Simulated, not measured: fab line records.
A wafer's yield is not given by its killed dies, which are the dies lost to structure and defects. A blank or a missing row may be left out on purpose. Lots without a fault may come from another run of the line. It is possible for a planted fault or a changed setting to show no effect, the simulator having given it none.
fab line records    flow nand_harc
record lots=5  wafers=15  last_day=24
route steps=1159 shown A_WL_FILL@810 END@1159
lots untouched by any fault: they come from a run of this same line in which no faults occurred
start_h: hours from the record's first day to the start of the lot's first wafer shown    wait_h: hours elapsed since this lot's preceding step    " unchanged from the row above    L1.1+2: several wafers, shown together as one row    - no value, or no start was given    * or withheld: withheld    < > ~ a bound
route shown NAME@n: names a module that has steps shown in the file, with the first one's number in the route    usual: the fault-free wafers' mean and standard deviation    same: alike in all rows    chamber/n: place in a boat    sites: readings site by site    _std_site: the standard deviation of these    _edge_site: inner sites' mean taken away from outer sites' mean    radius_mm: for every site, how far away it sits from the centre of the wafer    mask NAME#n: copy n    behind: the most recent tool/chamber to have shaped the wafer    hold: what put the lot on hold/how long, in hours/how the hold closed    device: names the non-switching transistor (n, p or np)    end of line: at the end of the route, the tests of the same wafers    where a step has no rows: the recipe by itself    killed: the dies lost at the first sort to structure and to defects; this is not the yield of the wafer    map: a wafer's dies, marking killed ones x, the rest . and places with no die _
set.NAME: the setting as run; set.NAME@STEP: as run at that earlier step    model.NAME: the simulator's own value behind a step, which no gauge read
lots at some steps of the route; a table a step, a row a wafer
services: a tool's chamber out of use, with start hour (start_h, from the record's first day; less than 0 if before it), hours out, and reason
## steps
# step NHARC_A_WL_FILL_RTA_01
# recipe temp_c=1000  time_s=5
# usual lamp_power_pct=26.0/2.9  lamp_zone_1_pct=26.0/2.9  lamp_zone_7_pct=26.4/2.9  wafer_temp_C_max=1003.2/0.92
lot.wafer  tool           chamber  start_h  wait_h  lamp_power_pct  lamp_zone_1_pct  lamp_zone_7_pct  wafer_temp_C_max
L256.2     rtp_anneal-01  0        388.43   -       28.9            28.9             29.4             1002.0
L256.3     "              0        "        "       28.9            28.9             29.3             1002.2
L256.5     "              0        "        "       28.8            28.9             29.3             1002.4
L257.3     rtp_anneal-02  0        388.43   -       23.2            23.2             23.5             1003.0
L257.4     "              0        "        "       23.2            23.2             23.6             1003.8
L257.6     "              0        "        "       23.2            23.1             23.6             1003.5
L261.1     rtp_anneal-01  0        403.04   -       28.9            28.9             29.4             1002.5
L261.2     "              0        "        "       28.9            28.9             29.4             1002.6
L261.4     "              0        "        "       28.9            28.9             29.4             1002.7
L263.3     rtp_anneal-01  0        417.53   -       28.9            29.0             29.3             1003.1
L263.4     "              0        "        "       28.9            28.9             29.4             1002.9
L263.6     "              0        "        "       28.9            28.9             29.4             1002.3
L270.1     rtp_anneal-01  0        466.55   -       28.9            28.8             29.4             1000.8
L270.3     "              0        "        "       28.9            28.9             29.4             1002.1
L270.5     "              0        "        "       28.9            28.9             29.4             1001.9
# step NHARC_A_WL_FILL_ALD_02
# recipe target_thk_a=20  pulse_time_s=3  ald_cycles=100  temp_c=450  material=TiN
# usual heater_power_w=1032/99  precursor_pulse_height_rel=1.000/0.019  susceptor_temp_C=450.02/0.25
lot.wafer  tool          chamber  start_h  wait_h  heater_power_w  precursor_pulse_height_rel  susceptor_temp_C
L257.3     ald_metal-03  2        388.60   0.1     1251            0.979                       450.37
L257.4     "             0        "        "       870             1.001                       449.86
L257.6     "             3        "        "       916             0.989                       449.60
L256.2     ald_metal-01  1        388.61   0.2     984             0.969                       450.26
L256.3     "             2        "        "       1004            1.013                       450.19
L256.5     "             2        "        "       1036            0.975                       450.03
L261.4     ald_metal-01  0        403.26   0.1     1091            0.998                       449.43
L261.1     "             1        "        "       968             1.021                       450.01
L261.2     "             2        "        "       1001            0.988                       450.01
L263.3     ald_metal-03  2        417.72   0.2     1259            1.001                       449.85
L263.4     "             0        "        "       918             1.003                       450.34
L263.6     "             2        "        "       1245            0.986                       449.85
L270.1     ald_metal-04  1        466.80   0.2     1005            1.000                       449.90
L270.3     "             2        "        "       1124            1.013                       450.34
L270.5     "             1        "        "       975             1.028                       450.04
# step NHARC_A_WL_FILL_CVD_03
# recipe target_thk_a=400  temp_c=300  pressure_torr=40  wf6_flow_sccm=40  h2_flow_sccm=1600  ar_flow_sccm=1560  time_s=3302  material=W
# usual heater_power_w=436/30  throttle_valve_pct=8.22/0.23
lot.wafer  tool      chamber  start_h  wait_h  heater_power_w  throttle_valve_pct
L257.3     cvd_w-01  0        390.00   1.0     436             8.33
L257.4     "         1        "        "       473             8.32
L257.6     "         0        "        "       439             8.16
L256.2     cvd_w-02  1        391.62   2.6     441             7.75
L256.3     "         1        "        "       426             7.99
L256.5     "         1        "        "       426             7.81
L261.1     cvd_w-01  1        407.81   4.2     482             8.33
L261.2     "         0        "        "       432             8.08
L261.4     "         1        "        "       472             8.27
L263.3     cvd_w-01  1        419.11   1.0     468             8.75
L263.4     "         0        "        "       428             8.08
L263.6     "         0        "        "       446             8.41
L270.1     cvd_w-02  0        470.98   3.8     393             8.66
L270.3     "         1        "        "       437             8.20
L270.5     "         0        472.83   5.7     397             8.71
# step NHARC_A_WL_FILL_ETCHBACK_04
# recipe target_depth_a=600  time_s=120  chemistry=NF3
# step NHARC_A_WL_FILL_ETCHBACK_05
# recipe target_depth_a=220  time_s=60  temp_c=40  chemistry=Cl2/BCl3
# step NHARC_A_WL_FILL_STRIP_27
# recipe power_w=1500  temp_c=250  time_s=20  chemistry=N2/H2
# usual drypump_motor_current_A=6.0/0.42  heater_power_w=311/17
lot.wafer  tool             chamber  start_h  wait_h  drypump_motor_current_A  heater_power_w  rf_hours_counter_h
L257.3     plasma_asher-01  1        393.08   0.4     6.2                      332             -
L257.4     "                0        "        "       6.4                      294             -
L257.6     "                0        "        "       6.3                      284             -
L256.2     plasma_asher-01  1        395.44   0.2     6.2                      341             41
L256.3     "                1        "        "       6.2                      335             -
L256.5     "                0        "        "       6.3                      302             -
L261.1     plasma_asher-02  0        411.54   0.1     6.0                      317             14
L261.2     "                1        "        "       5.3                      313             14
L261.4     "                0        "        "       6.1                      316             -
L263.3     plasma_asher-01  1        421.92   0.1     6.2                      337             -
L263.4     "                0        "        "       6.4                      287             -
L263.6     "                1        "        "       6.2                      336             -
L270.1     plasma_asher-02  1        474.18   0.1     5.3                      306             32
L270.3     "                1        "        "       5.3                      317             -
L270.5     "                0        "        "       6.1                      327             -
# step NHARC_A_WL_FILL_STRIP_28
# recipe time_s=1200  temp_c=72.5  chemistry=post_etch_residue_remover
# step NHARC_A_WL_FILL_PRECLEAN_06
# recipe time_s=300  chemistry=DIW
# step NHARC_A_WL_FILL_SRD_07
# step NHARC_A_WL_FILL_ANNEAL_08
# recipe temp_c=450  time_s=1800
# step NHARC_A_WL_FILL_ALD_10
# recipe target_thk_a=500  pulse_time_s=10  ald_cycles=500  temp_c=300  material=SiO2
# usual heater_power_w=483/65  precursor_pulse_height_rel=0.996/0.022  susceptor_temp_C=299.98/0.19
lot.wafer  tool       chamber  start_h  wait_h  heater_power_w  precursor_pulse_height_rel  susceptor_temp_C
L256.3     ald_hk-03  0        398.23   0.1     466             1.037                       299.87
L256.2     "          3        401.38   3.2     391             0.985                       300.27
L256.5     "          0        402.44   4.3     470             1.037                       299.84
L257.4     ald_hk-02  0        398.74   0.6     410             1.001                       300.05
L257.3     "          1        "        "       543             1.033                       300.43
L257.6     "          3        400.30   2.1     539             1.009                       299.73
L261.4     ald_hk-02  3        418.09   1.8     514             0.998                       292.44
L261.2     "          0        419.09   2.8     416             0.994                       299.90
L261.1     "          1        420.10   3.8     539             1.028                       300.09
L263.3     ald_hk-03  1        427.37   0.1     488             1.008                       299.84
L263.4     "          2        "        "       495             1.005                       300.06
L263.6     "          1        429.41   2.1     496             1.018                       300.35
L270.1     ald_hk-01  0        479.45   0.1     379             0.997                       299.92
L270.3     "          1        "        "       437             0.985                       300.17
L270.5     "          0        481.53   2.1     372             0.990                       299.57
# step NHARC_A_WL_FILL_ETCHBACK_16
# recipe target_depth_a=880  time_s=17.6  c4f8_flow_sccm=withheld  o2_flow_sccm=8  ar_flow_sccm=withheld  rf_w=600  bias_w=800  chemistry=C4F8/O2/Ar
# usual bias_w=799.7/2.4  oes_product_au=0.987/0.025  rf_vpp_V=723/3.4
lot.wafer  tool         chamber  start_h  wait_h  bias_w  oes_product_au  rf_hours_counter_h  rf_vpp_V
L257.3     rie_diel-03  0        -        -       802.8   0.995           0                   722
L257.4     "            2        "        "       797.9   0.970           0                   731
L257.6     "            0        "        "       799.2   1.001           -                   722
L256.3     rie_diel-11  0        -        -       800.9   1.004           1.8                 723
L256.2     "            1        "        "       800.4   0.985           2.0                 726
L256.5     "            1        "        "       799.5   0.991           -                   726
L261.1     rie_diel-01  2        -        -       800.4   0.980           2.7                 717
L261.2     "            3        "        "       798.6   0.988           2.3                 720
L261.4     "            0        "        "       797.1   1.003           2.7                 721
L263.3     rie_diel-01  1        -        -       802.1   1.003           2.7                 720
L263.4     "            3        "        "       801.5   0.997           2.4                 720
L263.6     "            1        "        "       800.2   0.999           -                   720
L270.1     rie_diel-03  2        -        -       797.0   0.986           2.8                 729
L270.3     "            3        "        "       798.7   0.981           2.8                 721
L270.5     "            2        "        "       797.9   0.980           -                   730
# step NHARC_END_SORT_01
# recipe temp_c=25
# usual killed_at_array=27/8  killed_at_other=0.8/1.2  killed_at_periphery=3.3/2.3  killed_dies=31/8.8  killed_open=3.2/2.1  killed_short=2.1/1.4
# same gross_dies=677
lot.wafer  tool       chamber  start_h  wait_h  killed_at_array  killed_at_other  killed_at_periphery  killed_dies  killed_open  killed_short
L257.3     prober-02  0        495.59   3.1     31               0                2                    33           3            1
L257.4     prober-02  0        496.39   3.4     26               1                6                    33           4            3
L257.6     prober-02  0        498.01   4.0     42               2                2                    46           5            3
L261.1     prober-02  0        509.59   2.5     22               0                5                    27           4            0
L261.2     prober-02  0        510.39   2.8     23               1                3                    27           1            3
L261.4     prober-02  0        511.98   3.4     28               1                1                    30           2            1
L263.3     prober-02  0        539.25   3.1     18               1                0                    19           2            1
L263.4     prober-02  0        540.06   3.4     17               4                2                    23           2            1
L263.6     prober-02  0        541.67   4.0     22               2                1                    25           0            6
# killed by level:class
L257.3 A_CHANNEL_HOLE_D1:chamber_film_flake=13 A_CONTACT:chamber_film_flake=8 A_CHANNEL_FILL_D1:chamber_film_flake=2 A_STAIRCASE:chamber_film_flake=2 A_WL_FILL:chamber_film_flake=2 P_CONTACT:geometric_particle:open=1 A_CHANNEL_FILL_D1:geometric_particle:open=1 A_M0:geometric_particle:open=1
L257.4 A_CHANNEL_HOLE_D1:chamber_film_flake=9 A_CONTACT:chamber_film_flake=5 A_WL_FILL:chamber_film_flake=4 P_ZERO_WELL:chamber_film_flake=3 A_CONTACT:geometric_particle:open=2 P_STI:chamber_film_flake=2 A_ONON_D1:geometric_particle:short=1 A_CHANNEL_FILL_D1:geometric_particle:short=1
L257.6 A_CHANNEL_HOLE_D1:chamber_film_flake=26 A_WL_FILL:chamber_film_flake=3 A_M0:geometric_particle:short=2 A_M1:geometric_particle:open=2 A_CHANNEL_FILL_D1:chamber_film_flake=2 A_STAIRCASE:chamber_film_flake=2 A_CONTACT:chamber_film_flake=2 A_CHANNEL_FILL_D1:geometric_particle:open=1
L261.1 A_CHANNEL_HOLE_D1:chamber_film_flake=15 P_GATE:chamber_film_flake=3 A_CONTACT:chamber_film_flake=3 A_STAIRCASE:chamber_film_flake=2 P_STI:geometric_particle:open=1 P_M1:geometric_particle:open=1 A_CHANNEL_FILL_D1:geometric_particle:open=1 A_CONTACT:geometric_particle:open=1
L261.2 A_CHANNEL_HOLE_D1:chamber_film_flake=12 A_CONTACT:chamber_film_flake=8 P_GATE:chamber_film_flake=3 A_ONON_D1:geometric_particle:open=1 A_WL_FILL:geometric_particle:short=1 A_M0:geometric_particle:short=1 STARTING-WAFER:geometric_particle:short=1
L261.4 A_CHANNEL_HOLE_D1:chamber_film_flake=18 A_CONTACT:chamber_film_flake=8 P_STI:geometric_particle:short=1 A_WL_FILL:geometric_particle:open=1 A_M0:geometric_particle:open=1 THIN_TSV:chamber_film_flake=1
L263.3 A_CHANNEL_HOLE_D1:chamber_film_flake=8 A_STAIRCASE:chamber_film_flake=4 A_CONTACT:chamber_film_flake=3 A_SGD_CUT:geometric_particle:short=1 A_SGD_CUT:geometric_particle:open=1 A_CONTACT:geometric_particle:open=1 THIN_TSV:chamber_film_flake=1
L263.4 A_CONTACT:chamber_film_flake=6 A_CHANNEL_HOLE_D1:chamber_film_flake=5 THIN_TSV:chamber_film_flake=4 A_STAIRCASE:chamber_film_flake=2 P_CONTACT:geometric_particle:open=1 A_CHANNEL_HOLE_D1:geometric_particle:short=1 A_SGD_CUT:geometric_particle:open=1 P_M1:chamber_film_flake=1
L263.6 A_CONTACT:chamber_film_flake=12 A_CHANNEL_HOLE_D1:chamber_film_flake=4 A_CHANNEL_HOLE_D1:geometric_particle:short=2 THIN_TSV:chamber_film_flake=2 P_M0:geometric_particle:short=1 A_SOURCE_PLATE:geometric_particle:short=1 A_ONON_D1:geometric_particle:short=1 A_SGD_CUT:geometric_particle:short=1
## services
tool             chamber  start_h  hours  kind
rie_diel-11      -        366.50   9.0    pm
rie_diel-03      2        366.50   6.4    repair
cvd_w-02         -        378.62   13.0   pm
rie_diel-03      -        392.30   9.0    pm
ald_metal-04     3        401.87   16.3   repair
ald_metal-04     -        406.00   10.0   pm
plasma_asher-02  -        422.11   1.7    repair
rie_diel-03      1        426.68   5.3    repair
rie_diel-01      1        445.81   4.6    repair
ald_hk-03        -        448.05   0.7    repair
plasma_asher-01  -        453.20   9.0    pm
plasma_asher-01  0        453.20   9.0    vent_cycle
plasma_asher-01  1        453.20   9.0    vent_cycle
ald_metal-03     -        454.71   0.6    repair
ald_metal-01     -        458.00   10.0   pm
plasma_asher-02  -        459.37   6.4    repair
plasma_asher-01  0        462.20   -      clean
plasma_asher-01  1        462.20   -      clean
ald_hk-02        -        464.63   10.0   pm
rie_diel-01      1        466.63   18.2   repair
cvd_w-01         -        474.57   13.0   pm
cvd_w-01         0        474.57   13.0   vent_cycle
plasma_asher-01  -        474.87   0.4    repair
rie_diel-11      1        483.04   8.5    repair
## key
first_sign step=NHARC_A_WL_FILL_ALD_10  reading=susceptor_temp_C  direction=down  sigmas=40  usual=*  struck=*
effect none on later readings
met_at NHARC_A_WL_FILL_ALD_10
struck_wafers L261.4
tester_left_out L261
fault kind=process_parameter_drift  tool=ald_hk-02  chamber=3  onset_h=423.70  steps=NHARC_A_WL_FILL_ALD_10  channel=temp_c  offset=*  shape=step  end_h=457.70  acts_in=*  stated=*
# tester_left_out: of these lots the tester's yield and bins aren't shown, on N5 and GAA mostly nor the transistor test; their killed dies are dies lost to structure and defects alone, not to doping, threshold or leakage, so they don't give the yield
